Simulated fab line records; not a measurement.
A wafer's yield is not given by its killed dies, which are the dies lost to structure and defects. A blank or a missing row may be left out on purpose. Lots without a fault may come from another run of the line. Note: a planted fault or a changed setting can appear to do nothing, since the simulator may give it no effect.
Chamber matching    flow n5Finfet    4 sister chambers for N5_DUMMY_GATE_ETCH_36 on rieDiel-03
The step etches SiARC in CF4, target depth 13 nm. 16 wafers are shown with their chamber, then 8 later ones without.

EACH WAFER AND ITS CHAMBER
wafer   chamber  showerheadPlenumPTorr (Torr)  throttleValvePct (%)  oesProductAu (a.u.)
L074.1  1        2.19                          15.41                 0.98
L074.2  3        2.10                          15.63                 0.93
L074.6  2        2.26                          15.75                 0.90
L076.1  2        2.26                          15.75                 0.88
L076.2  3        2.10                          15.65                 0.91
L076.4  0        2.05                          15.87                 0.73
L077.2  0        2.05                          15.87                 0.73
L077.5  0        2.05                          15.87                 0.73
L077.6  1        2.19                          15.40                 0.95
L080.3  1        2.19                          15.41                 0.94
L080.5  0        2.04                          15.88                 0.73
L080.6  3        2.10                          15.67                 0.91
L082.1  3        2.09                          15.66                 0.91
L082.4  0        2.04                          15.89                 0.73
L082.5  3        2.09                          15.67                 0.90
L085.1  0        2.04                          15.89                 0.71

SIGNATURES (means of the wafers above)
reading                chamber 0  chamber 1  chamber 2  chamber 3  scatter within a chamber
showerheadPlenumPTorr  2.0450     2.1900     2.2600     2.0960     0.00474
throttleValvePct       15.8783    15.4067    15.7500    15.6560    0.0118
oesProductAu           0.7267     0.9567     0.8900     0.9120     0.0125
Rule: a wafer lies at a distance from a chamber equal to the root of the sum of squares, over the readings, of (its reading less the chamber's mean, divided by the reading's scatter). The wafer belongs to the nearest chamber; if the next one is less than 2 further off, it can't be placed. The scatter: the root of (the sum of the squares of (reading less its chamber's mean) over the shown wafers, divided by (wafers less chambers)).

WAFERS WHOSE CHAMBER IS MISSING
wafer   showerheadPlenumPTorr (Torr)  throttleValvePct (%)  oesProductAu (a.u.)
L085.5  2.19                          15.43                 0.91
L085.6  2.04                          15.90                 0.71
L090.3  2.09                          15.70                 0.87
L090.5  2.09                          15.70                 0.88
L090.6  2.04                          15.91                 0.72
L095.3  2.18                          15.47                 0.89
L095.4  2.25                          15.81                 0.84
L095.5  2.03                          15.94                 0.70

WHICH CHAMBER EACH ONE RAN IN
wafer   from the rows above  in truth
L085.5  1                    1
L085.6  0                    0
L090.3  3                    3
L090.5  3                    3
L090.6  0                    0
L095.3  1                    1
L095.4  2                    2
L095.5  0                    0
8 of 8 placed correctly. Left unplaced by these rows: 0. Placed wrongly: 0.
